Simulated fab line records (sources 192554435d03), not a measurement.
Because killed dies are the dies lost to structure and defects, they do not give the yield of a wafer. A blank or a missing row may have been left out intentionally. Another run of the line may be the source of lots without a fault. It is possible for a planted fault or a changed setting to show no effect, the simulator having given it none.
Chamber matching :: flow n5_finfet :: 3 sister chambers for N5_BEOL_M11_ILD_DEP_00 on pecvd-04
The step deposits SiCOH lowk from DEMS/porogen, target thk 308.51 nm, time 58 s. 14 wafers are shown with their chamber, then 7 later ones without.

WAFERS WITH THEIR CHAMBER
wafer: L078.1
chamber: 0
throttle_valve_pct (%): 15.2
heater_power_w (W): 307
showerhead_plenum_p_Torr (Torr): 5.763

wafer: L078.4
chamber: 0
throttle_valve_pct (%): 15.3
heater_power_w (W): 307
showerhead_plenum_p_Torr (Torr): 5.740

wafer: L078.6
chamber: 1
throttle_valve_pct (%): 13.2
heater_power_w (W): 276
showerhead_plenum_p_Torr (Torr): 5.745

wafer: L089.2
chamber: 2
throttle_valve_pct (%): 13.3
heater_power_w (W): 251
showerhead_plenum_p_Torr (Torr): 5.730

wafer: L089.3
chamber: 0
throttle_valve_pct (%): 15.5
heater_power_w (W): 265
showerhead_plenum_p_Torr (Torr): 5.750

wafer: L089.5
chamber: 2
throttle_valve_pct (%): 13.7
heater_power_w (W): 264
showerhead_plenum_p_Torr (Torr): 5.717

wafer: L083.3
chamber: 2
throttle_valve_pct (%): 13.7
heater_power_w (W): 243
showerhead_plenum_p_Torr (Torr): 5.723

wafer: L083.4
chamber: 0
throttle_valve_pct (%): 15.4
heater_power_w (W): 276
showerhead_plenum_p_Torr (Torr): 5.728

wafer: L083.5
chamber: 2
throttle_valve_pct (%): 13.2
heater_power_w (W): 240
showerhead_plenum_p_Torr (Torr): 5.724

wafer: L093.3
chamber: 1
throttle_valve_pct (%): 13.6
heater_power_w (W): 310
showerhead_plenum_p_Torr (Torr): 5.729

wafer: L093.4
chamber: 0
throttle_valve_pct (%): 15.3
heater_power_w (W): 269
showerhead_plenum_p_Torr (Torr): 5.747

wafer: L093.5
chamber: 2
throttle_valve_pct (%): 13.7
heater_power_w (W): 280
showerhead_plenum_p_Torr (Torr): 5.740

wafer: L092.1
chamber: 1
throttle_valve_pct (%): 13.5
heater_power_w (W): 280
showerhead_plenum_p_Torr (Torr): 5.752

wafer: L092.2
chamber: 0
throttle_valve_pct (%): 15.7
heater_power_w (W): 283
showerhead_plenum_p_Torr (Torr): 5.758

SIGNATURES (means of the wafers above)
reading: throttle_valve_pct
chamber 0: 15.400
chamber 1: 13.433
chamber 2: 13.520
scatter within a chamber: 0.212

reading: heater_power_w
chamber 0: 284.50
chamber 1: 288.67
chamber 2: 255.60
scatter within a chamber: 17.8

reading: showerhead_plenum_p_Torr
chamber 0: 5.74767
chamber 1: 5.74200
chamber 2: 5.72680
scatter within a chamber: 0.0112
Rule: for a wafer and a chamber, the distance is found by dividing, reading by reading, the gap between the wafer's reading and the chamber's mean by the reading's scatter, squaring, summing and taking the root. The wafer belongs to the nearest chamber; if the next one is less than 2 further off, it can't be placed. The scatter: take each reading less its chamber's mean, square it, sum over the shown wafers, divide by the number of wafers less the number of chambers, and take the root.

WAFERS WITH NO CHAMBER GIVEN
wafer: L092.6
throttle_valve_pct (%): 15.4
heater_power_w (W): 287
showerhead_plenum_p_Torr (Torr): 5.734

wafer: L095.4
throttle_valve_pct (%): 13.3
heater_power_w (W): 246
showerhead_plenum_p_Torr (Torr): 5.731

wafer: L095.5
throttle_valve_pct (%): 13.4
heater_power_w (W): 256
showerhead_plenum_p_Torr (Torr): 5.755

wafer: L095.6
throttle_valve_pct (%): 15.6
heater_power_w (W): 283
showerhead_plenum_p_Torr (Torr): 5.744

wafer: L096.2
throttle_valve_pct (%): 13.3
heater_power_w (W): 293
showerhead_plenum_p_Torr (Torr): 5.749

wafer: L096.3
throttle_valve_pct (%): 15.1
heater_power_w (W): 301
showerhead_plenum_p_Torr (Torr): 5.739

wafer: L096.6
throttle_valve_pct (%): 13.5
heater_power_w (W): 267
showerhead_plenum_p_Torr (Torr): 5.735

EACH ONE'S CHAMBER
wafer: L092.6
from the rows above: 0
in truth: 0

wafer: L095.4
from the rows above: can't be placed: 2 or 1
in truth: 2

wafer: L095.5
from the rows above: can't be placed: 1 or 2
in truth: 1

wafer: L095.6
from the rows above: 0
in truth: 0

wafer: L096.2
from the rows above: 1
in truth: 1

wafer: L096.3
from the rows above: 0
in truth: 0

wafer: L096.6
from the rows above: can't be placed: 2 or 1
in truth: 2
Correct placement for 4 of the 7. From these rows, 3 cannot be placed; in 3 the true chamber is one of the candidates. Number placed wrongly: 0.
